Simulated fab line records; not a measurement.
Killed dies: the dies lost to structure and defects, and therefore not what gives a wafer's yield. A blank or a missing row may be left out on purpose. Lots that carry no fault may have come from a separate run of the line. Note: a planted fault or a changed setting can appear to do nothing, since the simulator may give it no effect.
Chamber matching | flow n5Finfet | N5_BEOL_M5_DESCUM_33 on rieDiel-03 has 4 sister chambers
The step chemistry O2, time 7 s. 14 wafers are shown with their chamber, then 7 later ones without.

## WAFERS, EACH WITH ITS CHAMBER
wafer  | chamber | drypumpMotorCurrentA (A) | showerheadPlenumPTorr (Torr) | throttleValvePct (%)
L074.1 | 3       | 5.8                      | 2.00                         | 20.50
L074.3 | 1       | 6.3                      | 2.15                         | 20.63
L074.5 | 1       | 6.2                      | 2.15                         | 20.62
L075.2 | 2       | 6.0                      | 1.98                         | 20.82
L075.4 | 0       | 5.7                      | 2.20                         | 20.70
L075.6 | 2       | 6.0                      | 1.98                         | 20.81
L079.1 | 1       | 6.2                      | 2.14                         | 20.62
L079.2 | 0       | 5.7                      | 2.20                         | 20.72
L079.3 | 3       | 5.7                      | 2.00                         | 20.53
L081.1 | 1       | 6.2                      | 2.14                         | 20.63
L081.5 | 0       | 5.7                      | 2.19                         | 20.73
L081.6 | 3       | 5.8                      | 1.99                         | 20.53
L082.1 | 3       | 5.7                      | 1.99                         | 20.53
L082.3 | 2       | 6.0                      | 2.24                         | 20.55

SIGNATURES, as means of the wafers listed above
reading               | chamber 0 | chamber 1 | chamber 2 | chamber 3 | scatter within a chamber
drypumpMotorCurrentA  | 5.700     | 6.225     | 6.000     | 5.750     | 0.0418
showerheadPlenumPTorr | 2.1967    | 2.1450    | 2.0667    | 1.9950    | 0.0673
throttleValvePct      | 20.7167   | 20.6250   | 20.7267   | 20.5225   | 0.0694
Rule: a wafer's distance from a chamber is the root of the sum, over the readings, of the square of ((its reading less the chamber's mean) divided by the reading's scatter). The wafer belongs to the nearest chamber; if the next one is less than 2 further off, it can't be placed. The scatter: the root of (the sum of the squares of (reading less its chamber's mean) over the shown wafers, divided by (wafers less chambers)).

## WAFERS MISSING THEIR CHAMBER
wafer  | drypumpMotorCurrentA (A) | showerheadPlenumPTorr (Torr) | throttleValvePct (%)
L082.5 | 6.0                      | 2.24                         | 20.57
L086.1 | 6.0                      | 2.24                         | 20.56
L086.3 | 5.7                      | 1.99                         | 20.54
L086.5 | 6.2                      | 2.14                         | 20.64
L096.2 | 6.0                      | 2.23                         | 20.60
L096.3 | 6.3                      | 2.13                         | 20.67
L096.6 | 5.7                      | 2.18                         | 20.75

## CHAMBER TAKEN BY EACH
wafer  | from the rows above | in truth
L082.5 | 2                   | 2
L086.1 | 2                   | 2
L086.3 | 3                   | 3
L086.5 | 1                   | 1
L096.2 | 2                   | 2
L096.3 | 1                   | 1
L096.6 | 0                   | 0
Correct placement for 7 of the 7. Can't be placed from these rows: 0. 0 placed wrongly.
